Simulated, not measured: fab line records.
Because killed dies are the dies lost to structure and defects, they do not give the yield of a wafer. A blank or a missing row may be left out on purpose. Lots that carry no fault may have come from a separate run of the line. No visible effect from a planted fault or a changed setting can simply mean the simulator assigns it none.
A lot that was struck, set against a sound lot || flow n5_finfet || 40 out of 1938 route steps
Sound: these wafers, L358.3, L358.5, L358.6. Wafers struck: L364.1, L364.2, L364.3. The cause is given at the end.
Order at every step that has rows: each side's tool, ch and its chambers, its first start. Under that, the readings that differ: sound wafers || struck wafers || difference of the means || sigmas: that difference in standard deviations of wafers without a fault.
alike: a reading whose means differ by less than 2 such deviations, as well as words and numbers matching on both sides. not compared: withheld readings; readings where some wafer has no value; bounds like >300 that might hide an equal value; numbers whose values overlap and for which the record gives no deviation.
The two part at a step that has a row with sigmas, a row that says differs or no value, or rows on one side only. Numbers that have no deviation but don't overlap get no sigmas and don't part them. A reading that every wafer of one side lacks parts them only if that side has two wafers or more.

first, 11 steps without rows for these wafers: N5_BEOL_M4_DESCUM_33 (chemistry O2, time 7 s); N5_BEOL_M4_ETCH_77 (etches underlayer in N2/H2, target depth 6.5 nm, time 5.2 s); N5_BEOL_M4_ETCH_69 (etches SiARC in CF4, target depth 15.6 nm, time 26 s); N5_BEOL_M4_ALD_98 (deposits SiO2, target thk 2.5 nm, pulse time 1 s, co reactant pulse time 1 s); N5_BEOL_M4_ETCHBACK_99 (etches SiO2 in CHF3, target depth 5 nm, time 10.4 s); N5_BEOL_M4_ETCH_70 (etches SOC in N2/H2, target depth 80 nm, overetch 24 nm, time 130 s); N5_BEOL_M4_STRIP_71 (strips in N2/H2); N5_BEOL_M4_STRIP_78 (strips in N2/H2); N5_BEOL_M4_VIA_ETCH_34 (etches the open film in C4F6/O2, target depth 69.4 nm, time 65.9 s); N5_BEOL_M4_STRIP_83 (strips in C4F6/O2); N5_BEOL_M4_STRIP_36 (strips in N2/H2).
N5_BEOL_M4_TRENCH_ETCH_37: etches SiOC in C4F6/O2, target depth 55.555 nm, time 29.2 s.
  sound on rie_diel-03 ch 0,2,3, day 12 06:55; struck on rie_diel-03 ch 1,2,3, day 13 14:55
  alike: drypump_motor_current_A, oes_product_au, rf_vpp_V, showerhead_plenum_p_Torr, throttle_valve_pct
  not compared: rf_hours_counter_h
then, 27 steps without rows for these wafers: N5_BEOL_M4_ETCH_41 (etches SiCN in CH3F/O2, target depth 29.9 nm, time 52.5 s); N5_BEOL_M4_STRIP_97 (strips in N2/H2, time 10 s); N5_BEOL_M4_HM_STRIP_39 (strips TiN in peroxide tin strip, target depth 25 nm, time 158 s); N5_BEOL_M4_SRD_40 (time 30 s); N5_BEOL_M4_PRECLEAN_42 (cleans in residue remover, time 60 s); N5_BEOL_M4_SRD_43 (time 30 s); N5_BEOL_M4_DEGAS_44 (time 60 s); N5_BEOL_M4_PRE_CLEAN_45 (time 30 s); N5_BEOL_M4_ALD_84 (deposits TaN, pulse time 2 s, purge time 3 s, co reactant purge time 2 s); N5_BEOL_M4_SURFACE_TREAT_85; N5_BEOL_M4_CVD_47 (deposits Co from CCTBA/H2, target thk 3 nm, time 223.8 s); N5_BEOL_M4_SPUTTER_48 (material Cu, target thk 4.5 nm, time 8.29 s); N5_BEOL_M4_ANNEAL_49 (time 240 s); N5_BEOL_M4_SPUTTER_79 (material Cu, target thk 4.5 nm, time 8.29 s); N5_BEOL_M4_ANNEAL_80 (time 240 s); N5_BEOL_M4_SPUTTER_81 (material Cu, target thk 4.5 nm, time 8.29 s); N5_BEOL_M4_ANNEAL_82 (time 240 s); N5_BEOL_M4_SPUTTER_86 (material Cu, target thk 4.5 nm, time 8.29 s); N5_BEOL_M4_ANNEAL_87 (time 240 s); N5_BEOL_M4_SPUTTER_88 (material Cu, target thk 4.5 nm, time 8.29 s); N5_BEOL_M4_ANNEAL_89 (time 240 s); N5_BEOL_M4_SPUTTER_90 (material Cu, target thk 4.5 nm, time 8.29 s); N5_BEOL_M4_ANNEAL_91 (time 240 s); N5_BEOL_M4_SPUTTER_92 (material Cu, target thk 4.5 nm, time 8.29 s); N5_BEOL_M4_ANNEAL_93 (time 240 s); N5_BEOL_M4_SPUTTER_94 (material Cu, target thk 4.5 nm, time 8.29 s); N5_BEOL_M4_ANNEAL_95 (time 240 s).
-- record jumps: 5 days separate the struck wafers' starts on either side; left off in module BEOL_M4, taken up again in module PASSIVATION, whose first shown step is the route's number 1936 --
N5_PASSIVATION_PROBE_49:
  the record has rows for the struck wafers here (prober-01, day 18 17:17) and none for the sound ones

## WHERE THEY PART
Within this record, at N5_PASSIVATION_PROBE_49 only.

WHY: what the simulator had put in
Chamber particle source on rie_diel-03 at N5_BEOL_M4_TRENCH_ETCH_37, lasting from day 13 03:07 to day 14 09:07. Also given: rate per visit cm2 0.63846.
